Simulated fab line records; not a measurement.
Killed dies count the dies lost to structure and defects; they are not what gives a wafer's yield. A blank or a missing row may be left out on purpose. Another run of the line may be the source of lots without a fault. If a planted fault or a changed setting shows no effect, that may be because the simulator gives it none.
fab line records | flow n5Finfet
[record] lots = 6 wafers = 18 lastDay = 18
route steps=1938 shown BEOL_M12@1604 PASSIVATION@1936
lots untouched by any fault: they come from a run of this same line in which no faults occurred
startH: the number of hours between the record's first day and the start of the first shown wafer of the lot | waitH: hours since the lot's step before | " same as the row above | L1.1+2: one row covering several wafers at once | - value missing, or start not given | * or withheld: withheld | < > ~ a bound
route shown NAME@n: NAME is a module with steps in the file, n the number in the route of the first one | usual: mean/standard deviation taken from wafers without a fault | same: alike in all rows | chamber/n: place in a boat | sites: each site's reading | _std_site: how widely they spread, as a standard deviation | _edge_site: inner sites' mean taken away from outer sites' mean | radiusMm: how far each site lies from the wafer's centre | mask NAME#n: copy n | behind: the most recent tool/chamber to have shaped the wafer | hold: why the lot was held/for how many hours/how that ended | device: transistor that didn't switch, given as n, p or np | end of line: tests of these same wafers at the route's end | a step with no rows: only its recipe | killed: count of dies lost to structure and defects at first sort (not the wafer's yield) | map: the dies of a wafer, with x for killed, . for not killed, _ for no die there
set.NAME: the run value of the setting; set.NAME@STEP: its run value at that earlier step | model.NAME: the simulator's own value behind a step, which no gauge read
lots at selected steps of the route; one table per step, one row per wafer
services: when a tool's chamber went out of use (startH, in hours from the record's first day, below 0 if earlier), for how many hours, and the reason
[[steps]]
[step N5_BEOL_M12_COAT_58]
[recipe] resist = BARC tempC = 205 timeS = 60 spinRpm = 1500 resistThkNm = 89
[step N5_BEOL_M12_COAT_04]
[recipe] spinRpm = 1625 resistThkNm = 400
[step N5_BEOL_M12_EBR_06]
[recipe] solvent = PGMEA ebrWidthMm = 1.5
[step N5_BEOL_M12_SOFTBAKE_05]
[recipe] tempC = 130 timeS = 60
[step N5_BEOL_M12_EXPOSE_07]
[recipe] maskId = V11 na = 0.93 sourceShape = conventional sigmaOuter = 0.6 polarization = unpolarized attpsmPhaseDeg = 180 doseMj = 32.5
[step N5_BEOL_M12_PEB_08]
[recipe] pebTempC = 130 pebTimeS = 90
[step N5_BEOL_M12_DEVELOP_09]
[recipe] developTimeS = 45 rinseLiquid = diw dry = airSpin devTempC = 21
[step N5_BEOL_M12_HARDBAKE_14]
[recipe] tempC = 130 timeS = 120
[step N5_BEOL_M12_CD_MEAS_10]
[recipe] targetCdNm = 140 landingEnergyEv = 500 detector = seInlens polarity = opening
[usual] cdNm = 138.3/2.8
// columns lot.wafer tool chamber startH waitH cdNm
L148.2 cdSem-03 0 227.83 - 133.5
L148.5 " 0 " " 137.5
L148.6 " 0 " " 132.0
L154.2 cdSem-01 0 296.54 - 137.0
L154.3 " 0 " " 134.2
L154.6 " 0 " " 134.0
L164.1 cdSem-01 0 332.87 - 135.2
L164.4 " 0 " " 134.8
L164.6 " 0 " " 142.3
L165.1 cdSem-03 0 347.67 - 142.8
L165.2 " 0 " " 139.3
L165.5 " 0 " " 137.5
L167.1 cdSem-01 0 358.50 - 137.1
L167.3 " 0 " " 136.4
L167.4 " 0 " " 141.7
L170.1 cdSem-01 0 379.08 - 137.0
L170.2 " 0 " " 138.6
L170.4 " 0 " " 141.0
[step N5_BEOL_M12_OVL_MEAS_11]
[recipe] pointsPerWafer = 44
[usual] V11_OVL = -2/6.1
// columns lot.wafer tool chamber startH waitH V11_OVL[nm]
L148.2 overlay-01 0 227.86 0.0 -9
L148.5 " 0 " " -3
L148.6 " 0 " " -3
L154.2 overlay-01 0 296.57 0.0 2
L154.3 " 0 " " -8
L154.6 " 0 " " 1
L164.1 overlay-02 0 332.90 0.0 -6
L164.4 " 0 " " -8
L164.6 " 0 " " -1
L165.1 overlay-02 0 347.71 0.0 -4
L165.2 " 0 " " 2
L165.5 " 0 " " -8
L167.1 overlay-01 0 358.53 0.0 1
L167.3 " 0 " " 9
L167.4 " 0 " " 6
L170.1 overlay-01 0 379.11 0.0 8
L170.2 " 0 " " 12
L170.4 " 0 " " 5
[step N5_BEOL_M12_INSPECT_12]
[recipe] mode = adi inspectInstrument = macro
[usual] rawDefectCount = 2.2/1.4
// columns lot.wafer tool chamber startH waitH rawDefectCount
L148.2 defectInspect-01 - 227.89 0.0 2
L148.5 " - " " 2
L148.6 " - " " 2
L154.2 defectInspect-01 - 296.59 0.0 3
L154.3 " - " " 2
L154.6 " - " " 4
L164.1 defectInspect-02 - 332.93 0.0 0
L164.4 " - " " 1
L164.6 " - " " 1
L165.1 defectInspect-01 - 347.73 0.0 2
L165.2 " - " " 4
L165.5 " - " " 4
L167.1 defectInspect-02 - 358.55 0.0 2
L167.3 " - " " 0
L167.4 " - " " 2
L170.1 defectInspect-01 - 379.13 0.0 3
L170.2 " - " " 4
L170.4 " - " " 1
[step N5_BEOL_M12_DESCUM_15]
[recipe] chemistry = O2 timeS = 7.9 sourcePowerW = 50 biasPowerW = 20 pressureMtorr = 20 rfFrequencyHz = 2.712e+07 tempC = 40 o2FlowSccm = 225
[usual] drypumpMotorCurrentA = 5.6/0.42 oesProductAu = 0.81/0.073 rfVppV = 242.9/1.4 showerheadPlenumPTorr = 2.08/0.075 throttleValvePct = 20.30/0.21
// columns lot.wafer tool chamber startH waitH drypumpMotorCurrentA oesProductAu rfHoursCounterH rfVppV showerheadPlenumPTorr throttleValvePct
L148.2 rieDiel-06 1 227.92 0.0 6.3 0.85 41 245.5 2.23 20.36
L148.5 " 0 " " 5.2 0.70 - 243.1 2.13 20.03
L148.6 " 1 " " 6.3 0.85 - 245.0 2.23 20.39
L154.2 rieDiel-01 3 296.65 0.1 6.1 0.91 26 241.7 2.02 19.87
L154.3 " 2 " " 5.6 0.80 100 243.1 2.04 20.39
L154.6 " 3 " " 6.1 0.91 - 241.9 2.02 19.87
L164.1 rieDiel-06 3 332.96 0.0 5.1 0.82 102 242.3 2.04 20.56
L164.4 " 1 " " 6.3 0.80 - 244.6 2.22 20.44
L164.6 " 3 " " 5.1 0.83 - 242.5 2.04 20.55
L165.1 rieDiel-06 0 347.86 0.1 5.2 1.00 5 243.9 2.12 19.82
L165.2 " 3 " " 5.1 0.81 108 244.1 2.04 20.56
L165.5 " 3 " " 5.1 0.82 - 241.7 2.04 20.57
L167.1 rieDiel-04 3 358.59 0.0 5.2 0.76 150 241.2 2.00 20.56
L167.3 " 0 " " 5.9 0.74 183 242.7 1.98 20.17
L167.4 " 0 " " 6.0 0.73 - 241.0 1.98 20.16
L170.1 rieDiel-04 1 379.21 0.1 5.9 0.83 59 244.1 2.12 20.43
L170.2 " 0 " " 5.9 0.72 193 241.4 1.98 20.20
L170.4 " 2 " " 6.0 0.96 4 241.7 2.07 20.12
[step N5_BEOL_M12_ETCH_59]
[recipe] chemistry = N2/H2 target = BARC targetDepthA = 890 overetchA = 267 timeS = 67.9 ionEnergyEv = 200 pressureMtorr = 30 sourceW = 840 biasW = 150 n2FlowSccm = 200 h2FlowSccm = 200
[usual] drypumpMotorCurrentA = 5.7/0.43 oesProductAu = 0.69/0.059 rfVppV = 523.6/2.5 showerheadPlenumPTorr = 2.53/0.088 throttleValvePct = 17.81/0.14
// columns lot.wafer tool chamber startH waitH drypumpMotorCurrentA oesProductAu rfHoursCounterH rfVppV showerheadPlenumPTorr throttleValvePct model.coat_of_BEOL_M12_COAT_04.thkNm
L148.2 rieDiel-06 1 227.96 0.0 6.4 0.74 41 527.3 2.70 17.73 315.8
L148.5 " 0 " " 5.2 0.60 - 525.5 2.61 17.65 317.8
L148.6 " 1 " " 6.4 0.75 - 528.6 2.71 17.73 315.2
L154.2 rieDiel-01 3 296.69 0.0 6.1 0.78 26 523.6 2.50 17.75 317.6
L154.3 " 2 " " 5.6 0.70 100 522.4 2.45 17.61 316.6
L154.6 " 3 " " 6.2 0.78 - 522.6 2.50 17.74 316.6
L164.1 rieDiel-06 3 332.99 0.0 5.1 0.69 102 521.7 2.46 17.95 294.4
L164.4 " 1 " " 6.4 0.70 - 529.7 2.69 17.79 316.8
L164.6 " 3 " " 5.1 0.69 - 520.7 2.46 17.95 319.6
L165.1 rieDiel-06 0 347.89 0.0 5.2 0.84 5 525.8 2.60 17.35 289.2
L165.2 " 3 " " 5.1 0.68 108 521.4 2.46 17.97 322.4
L165.5 " 3 " " 5.1 0.68 - 520.8 2.46 17.99 296.2
L167.1 rieDiel-04 3 358.62 0.0 5.2 0.66 150 520.6 2.44 17.98 317.6
L167.3 " 0 " " 5.9 0.63 183 520.2 2.43 17.76 317
L167.4 " 0 " " 5.9 0.62 - 520.2 2.43 17.75 316.6
L170.1 rieDiel-04 1 379.25 0.0 5.9 0.71 59 524.4 2.60 18.00 316.4
L170.2 " 0 " " 5.9 0.63 193 522.6 2.43 17.76 316.2
L170.4 " 2 " " 6.0 0.81 4 523.5 2.50 17.46 317.4
[step N5_BEOL_M12_VIA_ETCH_16]
[recipe] chemistry = C4F8/O2/Ar target = SiOC pressureMtorr = 30 sourceW = 3000 biasW = 700 Ar_flow_sccm = 400 C4F8_flow_sccm = 15 O2_flow_sccm = 8 heInnerTorr = 15 heOuterTorr = 30 targetDepthA = 7248 timeS = withheld ionEnergyEv = 250 ends = cleared
[usual] drypumpMotorCurrentA = 5.7/0.43 heOuterTorr = 30.00/0.064 oesProductAu = 0.74/0.066 rfVppV = 665/3.2 showerheadPlenumPTorr = 3.39/0.1 throttleValvePct = 24.08/0.21
// columns lot.wafer tool chamber startH waitH drypumpMotorCurrentA heOuterTorr oesProductAu rfVppV showerheadPlenumPTorr throttleValvePct model.coat_of_BEOL_M12_COAT_04.thkNm
L148.2 rieDiel-06 1 228.01 0.0 6.3 30.00 0.77 671 3.58 23.93 125.6
L148.5 " 0 " " 5.2 30.05 0.62 668 3.53 24.00 119.4
L148.6 " 1 " " 6.4 29.99 0.77 671 3.58 23.93 119.8
L154.2 rieDiel-01 3 296.74 0.0 6.2 29.98 0.83 663 3.30 23.61 125.2
L154.3 " 2 " " 5.6 29.98 0.73 662 3.30 23.97 124.6
L154.6 " 3 " " 6.1 30.03 0.85 662 3.30 23.61 120.4
L164.1 rieDiel-06 3 333.05 0.0 5.0 30.12 0.73 664 3.30 24.20 99.4
L164.4 " 1 " " 6.4 30.06 0.73 669 3.56 23.97 121.6
L164.6 " 3 " " 5.1 30.05 0.73 662 3.30 24.21 121.4
L165.1 rieDiel-06 0 347.94 0.0 5.2 30.01 0.89 669 3.51 23.81 94.6
L165.2 " 3 " " 5.0 30.11 0.72 663 3.30 24.20 132.2
L165.5 " 3 " " 5.1 30.01 0.73 662 3.30 24.22 97.2
L167.1 rieDiel-04 3 358.67 0.0 5.2 29.93 0.70 662 3.30 24.41 124.4
L167.3 " 0 " " 5.9 30.12 0.67 662 3.29 24.12 123.6
L167.4 " 0 " " 6.0 29.99 0.67 662 3.29 24.12 119.2
L170.1 rieDiel-04 1 379.30 0.0 5.8 29.98 0.76 666 3.48 24.30 122
L170.2 " 0 " " 5.9 29.97 0.66 660 3.29 24.15 124.2
L170.4 " 2 " " 6.0 30.08 0.85 663 3.34 23.66 122.4
[step N5_BEOL_M12_STRIP_63]
[recipe] chemistry = N2/H2 powerW = 1000 tempC = 250 h2Frac = 0.65 overashFraction = 0.3 pressureMtorr = 1000 n2FlowSccm = 1750 h2FlowSccm = 3250
[usual] drypumpMotorCurrentA = 5.5/0.34 heaterPowerW = 340/40 oesProductAu = 0.692/0.0042 stripTimeToEndpointS = 42.4/0.99
// columns lot.wafer tool chamber startH waitH drypumpMotorCurrentA heaterPowerW oesProductAu rfHoursCounterH stripTimeToEndpointS
L148.2 plasmaAsher-02 1 228.21 - 4.9 290 0.692 117 43.2
L148.5 " 1 " " 4.9 301 0.694 - 41.5
L148.6 " 0 " " 5.8 303 0.694 - 41.6
L154.2 plasmaAsher-02 0 296.94 - 5.8 302 0.686 129 43.1
L154.3 " 1 " " 4.9 306 0.700 - 42.9
L154.6 " 1 " " 4.9 296 0.692 - 41.8
L164.1 plasmaAsher-01 0 333.25 - 5.7 387 0.682 89 36.0
L164.4 " 0 " " 5.7 401 0.693 - 42.1
L164.6 " 0 " " 5.7 391 0.688 - 42.0
L165.1 plasmaAsher-01 0 348.31 - 5.6 387 0.691 94 34.7
L165.2 " 1 " " 5.4 349 0.704 94 45.0
L165.5 " 0 " " 5.6 391 0.684 - 35.5
L167.1 plasmaAsher-01 0 358.87 - 5.7 384 0.695 98 42.8
L167.3 " 0 " " 5.7 391 0.687 - 42.7
L167.4 " 1 " " 5.5 366 0.697 - 41.4
L170.1 plasmaAsher-02 0 379.50 - 5.8 298 0.694 138 42.2
L170.2 " 1 " " 4.9 297 0.691 138 42.8
L170.4 " 1 " " 4.9 299 0.692 - 42.3
[step N5_BEOL_M12_STRIP_64]
[recipe] chemistry = N2/H2 powerW = 1000 tempC = 250 h2Frac = 0.65 overashFraction = 0.3 pressureMtorr = withheld n2FlowSccm = 1750 h2FlowSccm = 3250
[usual] drypumpMotorCurrentA = 5.5/0.33 heaterPowerW = 340/40 oesProductAu = 0.715/0.005 stripTimeToEndpointS = 31.35/0.096
// columns lot.wafer tool chamber startH waitH drypumpMotorCurrentA heaterPowerW oesProductAu rfHoursCounterH stripTimeToEndpointS
L148.2 plasmaAsher-02 1 228.27 0.0 4.9 298 0.712 117 31.15
L148.5 " 1 " " 4.9 294 0.716 - 31.11
L148.6 " 0 " " 5.8 308 0.710 - 31.18
L154.2 plasmaAsher-02 0 297.00 0.0 5.8 302 0.710 129 31.32
L154.3 " 1 " " 4.9 295 0.715 - 31.36
L154.6 " 1 " " 4.9 294 0.715 - 31.39
L164.1 plasmaAsher-01 0 333.31 0.0 5.6 390 0.718 89 31.33
L164.4 " 0 " " 5.7 389 0.713 - 31.24
L164.6 " 0 " " 5.7 394 0.715 - 31.24
L165.1 plasmaAsher-01 0 348.37 0.0 5.7 396 0.716 94 31.41
L165.2 " 1 " " 5.5 374 0.716 94 31.38
L165.5 " 0 " " 5.7 390 0.708 - 31.40
L167.1 plasmaAsher-01 0 358.93 0.0 5.7 394 0.717 98 31.34
L167.3 " 0 " " 5.7 380 0.723 - 31.35
L167.4 " 1 " " 5.5 360 0.713 - 31.20
L170.1 plasmaAsher-02 0 379.56 0.0 5.8 302 0.713 139 31.30
L170.2 " 1 " " 4.9 290 0.720 139 31.34
L170.4 " 1 " " 4.9 293 0.721 - 31.36
[step N5_PASSIVATION_PROBE_49]
[usual] defectLimitedYield = 91.1/1.4 killed_at_M0_to_M3 = 34/9.7 killed_at_M4_up = 13/5.1 killedAtContacts = 14/6.3 killedAtFrontEnd = 40/11 killedAtOther = 3.5/2.7 killedDies = 105/16 killedOpen = 70/12 killedShort = 34/7.8 sort_bin_5_function = 5.2/0.88 sort_bin_6_memory = 3.3/0.7 sortNPass = 1074/17 sortYieldPct = 91.0/1.5
[same] grossDies = 1180 killedAtBackSide = 0 sort_bin_4_leakage[%] = 0 sort_bin_8_speed[%] = 0
// columns lot.wafer tool chamber startH waitH defectLimitedYield[%] killed_at_M0_to_M3 killed_at_M4_up killedAtContacts killedAtFrontEnd killedAtOther killedDies killedOpen killedShort sort_bin_5_function[%] sort_bin_6_memory[%] sortNPass sortYieldPct[%]
L148.2 prober-01 - 271.71 0.1 88.9 44 25 19 40 3 131 91 40 6.9 3.8 1049 88.9
L148.5 prober-01 - 271.86 0.2 91.9 30 9 18 37 2 96 63 33 5.1 2.7 1084 91.9
L148.6 prober-01 - 271.91 0.3 92.9 31 17 16 20 0 84 63 18 4.6 2.5 1096 92.9
L154.2 prober-01 - 331.36 0.1 92.3 22 17 12 39 1 91 57 33 5.2 2.2 1089 92.3
L154.3 prober-01 - 331.41 0.1 90.6 27 20 18 44 2 111 80 31 6.2 2.8 1069 90.6
L154.6 prober-01 - 331.56 0.3 90.3 37 11 19 46 1 114 75 39 5.9 3.4 1066 90.3
L164.1 prober-01 - 371.50 0.0 92.0 35 19 11 28 1 94 67 26 4.8 2.7 1086 92.0
L164.4 prober-01 - 371.65 0.2 92.7 30 11 4 38 3 86 57 28 4.4 2.5 1094 92.7
L164.6 prober-01 - 371.75 0.3 92.2 40 9 7 33 3 92 67 25 4.2 3.4 1088 92.2
L165.1 prober-01 - 386.86 0.0 91.0 38 8 18 37 5 106 70 36 5.7 3.1 1074 91.0
L165.2 prober-01 - 386.91 0.1 91.7 30 9 15 39 5 98 65 32 4.9 3.3 1082 91.7
L165.5 prober-01 - 387.06 0.2 90.3 36 5 20 53 1 115 80 30 5.7 3.3 1065 90.3
L167.1 prober-01 - 398.79 0.0 89.6 47 10 20 42 4 123 79 42 5.6 4.4 1057 89.6
L167.3 prober-01 - 398.89 0.1 91.3 45 13 7 31 7 103 65 37 6.0 2.4 1077 91.3
L167.4 prober-01 - 398.94 0.2 90.9 45 7 14 36 5 107 57 48 5.7 2.7 1073 90.9
L170.1 prober-01 - 423.72 0.0 90.8 39 11 5 51 3 109 65 43 5.1 3.8 1071 90.8
L170.2 prober-01 - 423.77 0.1 91.9 32 14 3 44 3 96 72 24 4.6 3.3 1084 91.9
L170.4 prober-01 - 423.87 0.2 89.6 41 14 9 55 4 123 72 51 5.6 4.3 1057 89.6
// killed by level:class
L148.2 MOL_CONTACT_COAG:geometricParticle:open=18 BEOL_M0_SAQP:geometricParticle:open=12 BEOL_M0_SAQP:geometricParticle:short=9 DUMMY_GATE:geometricParticle:open=8 BEOL_M1:geometricParticle:open=8 BEOL_M4:geometricParticle:open=8 FIN_SAQP:geometricParticle:open=7 FIN_SAQP:geometricParticle:short=7
L148.5 MOL_CONTACT_COAG:geometricParticle:open=15 STI_FIN_REVEAL:geometricParticle:open=11 BEOL_M0_SAQP:geometricParticle:short=9 FIN_SAQP:geometricParticle:short=8 BEOL_M3:geometricParticle:open=7 BEOL_M1:geometricParticle:open=5 DUMMY_GATE:geometricParticle:open=4 BEOL_M0:geometricParticle:open=4
L148.6 MOL_CONTACT_COAG:geometricParticle:open=13 BEOL_M1:geometricParticle:open=9 BEOL_M0_SAQP:geometricParticle:open=8 DUMMY_GATE:geometricParticle:open=7 BEOL_M3:geometricParticle:open=5 BEOL_M0_SAQP:geometricParticle:short=4 BEOL_M5:geometricParticle:open=4 STI_FIN_REVEAL:geometricParticle:open=3
L154.2 FIN_SAQP:geometricParticle:short=11 STI_FIN_REVEAL:geometricParticle:open=9 MOL_CONTACT_COAG:geometricParticle:open=8 BEOL_M4:geometricParticle:open=8 FIN_SAQP:geometricParticle:open=7 BEOL_M1:geometricParticle:open=5 MOL_CONTACT_COAG:geometricParticle:short=4 BEOL_M1:geometricParticle:short=4
L154.3 BEOL_M4:geometricParticle:open=15 STI_FIN_REVEAL:geometricParticle:open=14 MOL_CONTACT_COAG:geometricParticle:open=13 FIN_SAQP:geometricParticle:short=9 BEOL_M0_SAQP:geometricParticle:open=8 DUMMY_GATE:geometricParticle:open=7 BEOL_M1:geometricParticle:open=6 MOL_CONTACT_COAG:geometricParticle:short=5
L154.6 STI_FIN_REVEAL:geometricParticle:open=13 MOL_CONTACT_COAG:geometricParticle:open=13 BEOL_M2:geometricParticle:open=10 FIN_SAQP:geometricParticle:open=6 MOL_CONTACT_COAG:geometricParticle:short=6 BEOL_M0_SAQP:geometricParticle:open=6 FIN_SAQP:geometricParticle:short=5 BEOL_M0_SAQP:geometricParticle:short=5
L164.1 STI_FIN_REVEAL:geometricParticle:open=12 MOL_CONTACT_COAG:geometricParticle:open=9 BEOL_M0_SAQP:geometricParticle:open=7 BEOL_M2:geometricParticle:open=6 BEOL_M1:geometricParticle:open=5 BEOL_M0_SAQP:geometricParticle:short=5 STI_FIN_REVEAL:geometricParticle:short=4 BEOL_M4:geometricParticle:open=4
L164.4 STI_FIN_REVEAL:geometricParticle:open=9 FIN_SAQP:geometricParticle:open=7 BEOL_M0_SAQP:geometricParticle:open=6 BEOL_M1:geometricParticle:open=6 BEOL_M4:geometricParticle:open=6 BEOL_M0_SAQP:geometricParticle:short=5 BEOL_M3:geometricParticle:open=5 STARTING-WAFER:geometricParticle:short=4
L164.6 BEOL_M3:geometricParticle:open=11 FIN_SAQP:geometricParticle:open=10 BEOL_M0_SAQP:geometricParticle:open=9 BEOL_M0_SAQP:geometricParticle:short=9 STI_FIN_REVEAL:geometricParticle:open=7 DUMMY_GATE:geometricParticle:open=6 BEOL_M4:geometricParticle:open=6 BEOL_M2:geometricParticle:open=5
L165.1 MOL_CONTACT_COAG:geometricParticle:open=13 BEOL_M2:geometricParticle:open=13 BEOL_M3:geometricParticle:open=10 FIN_SAQP:geometricParticle:short=6 BEOL_M1:geometricParticle:open=6 MOL_CONTACT_COAG:geometricParticle:short=5 FIN_SAQP:geometricParticle:open=4 STI_FIN_REVEAL:geometricParticle:open=4
L165.2 MOL_CONTACT_COAG:geometricParticle:open=13 BEOL_M2:geometricParticle:open=11 FIN_SAQP:geometricParticle:short=10 GATE_CUT:geometricParticle:short=6 FIN_SAQP:geometricParticle:open=5 BEOL_M3:geometricParticle:open=5 BEOL_M0_SAQP:geometricParticle:open=4 FIN_CUT:geometricParticle:open=3
L165.5 STI_FIN_REVEAL:geometricParticle:open=18 BEOL_M3:geometricParticle:open=16 MOL_CONTACT_COAG:geometricParticle:open=14 GATE_CUT:geometricParticle:short=6 ILD0:geometricParticle:open=6 MOL_CONTACT_COAG:geometricParticle:short=6 BEOL_M0_SAQP:geometricParticle:open=6 BEOL_M0_SAQP:geometricParticle:short=6
L167.1 MOL_CONTACT_COAG:geometricParticle:open=16 BEOL_M0_SAQP:geometricParticle:short=12 BEOL_M0_SAQP:geometricParticle:open=12 BEOL_M3:geometricParticle:open=11 FIN_SAQP:geometricParticle:open=8 FIN_SAQP:geometricParticle:short=7 STI_FIN_REVEAL:geometricParticle:open=7 BEOL_M1:geometricParticle:open=5
L167.3 BEOL_M3:geometricParticle:open=17 BEOL_M0_SAQP:geometricParticle:short=12 BEOL_M0_SAQP:geometricParticle:open=8 FIN_SAQP:geometricParticle:short=7 FIN_SAQP:geometricParticle:open=4 STI_FIN_REVEAL:geometricParticle:open=4 MOL_CONTACT_COAG:geometricParticle:open=4 BEOL_M5:geometricParticle:open=4
L167.4 MOL_CONTACT_COAG:geometricParticle:open=13 BEOL_M0_SAQP:geometricParticle:open=11 FIN_SAQP:geometricParticle:short=9 GATE_CUT:geometricParticle:short=9 BEOL_M0_SAQP:geometricParticle:short=8 BEOL_M2:geometricParticle:open=8 BEOL_M1:geometricParticle:open=5 FIN_SAQP:geometricParticle:open=4
L170.1 BEOL_M0_SAQP:geometricParticle:short=19 STI_FIN_REVEAL:geometricParticle:open=18 BEOL_M0_SAQP:geometricParticle:open=10 FIN_SAQP:geometricParticle:open=8 STI_FIN_REVEAL:geometricParticle:short=7 FIN_SAQP:geometricParticle:short=6 BEOL_M1:geometricParticle:open=6 MOL_CONTACT_COAG:geometricParticle:open=5
L170.2 STI_FIN_REVEAL:geometricParticle:open=21 BEOL_M0_SAQP:geometricParticle:open=9 BEOL_M4:geometricParticle:open=9 STI_FIN_REVEAL:geometricParticle:short=8 BEOL_M0_SAQP:geometricParticle:short=5 BEOL_M3:geometricParticle:open=5 BEOL_M0:geometricParticle:open=4 BEOL_M2:geometricParticle:open=4
L170.4 STI_FIN_REVEAL:geometricParticle:open=28 BEOL_M0_SAQP:geometricParticle:short=18 BEOL_M0_SAQP:geometricParticle:open=12 STI_FIN_REVEAL:geometricParticle:short=8 MOL_CONTACT_COAG:geometricParticle:open=6 BEOL_M4:geometricParticle:short=6 BEOL_M2:geometricParticle:open=4 FIN_SAQP:geometricParticle:open=3
[[services]]
// columns tool chamber startH hours kind
rieDiel-01 3 205.59 - clean
rieDiel-01 3 205.59 - consumableReplace:focusRing
rieDiel-01 3 205.59 19.6 scheduledDown
rieDiel-01 3 205.59 19.6 ventCycle
rieDiel-06 - 221.57 2.8 pm
rieDiel-01 1 225.32 - clean
rieDiel-01 1 225.32 - consumableReplace:focusRing
rieDiel-01 1 225.32 22.4 scheduledDown
rieDiel-01 1 225.32 22.4 ventCycle
rieDiel-06 - 256.88 0.1 repair
plasmaAsher-01 - 265.50 0.7 repair
rieDiel-01 - 284.58 0.4 repair
rieDiel-06 0 311.12 - clean
rieDiel-06 0 311.12 - consumableReplace:esc
rieDiel-06 0 311.12 - consumableReplace:focusRing
rieDiel-06 0 311.12 22.7 scheduledDown
rieDiel-06 0 311.12 22.7 ventCycle
plasmaAsher-02 - 329.10 4.9 repair
rieDiel-01 2 337.34 4.5 repair
plasmaAsher-02 - 338.17 2.8 pm
rieDiel-04 2 353.14 - clean
rieDiel-04 2 353.14 - consumableReplace:focusRing
rieDiel-04 2 353.14 12.5 scheduledDown
rieDiel-04 2 353.14 12.5 ventCycle
[[key]]
[firstSign] step = N5_BEOL_M12_STRIP_63 reading = stripTimeToEndpointS direction = down sigmas = 7.1 usual = * struck = *
effect none on later readings
[modelEffect] step = N5_BEOL_M12_ETCH_59 value = coat_of_BEOL_M12_COAT_04.thkNm without = 318.7 struck = 293.3
[modelEffect] step = N5_BEOL_M12_VIA_ETCH_16 value = coat_of_BEOL_M12_COAT_04.thkNm without = 122.7 struck = 97.07
metAt N5_BEOL_M12_ETCH_59
struckWafers L164.1,L165.1,L165.5
onsetBetween 227.96 332.99
[fault] kind = processParameterDrift tool = rieDiel-06 chamber = - onsetH = 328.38 steps = N5_BEOL_M12_ETCH_59 channel = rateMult offset = 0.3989 shape = step endH = 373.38 scope = struckWafersOnly
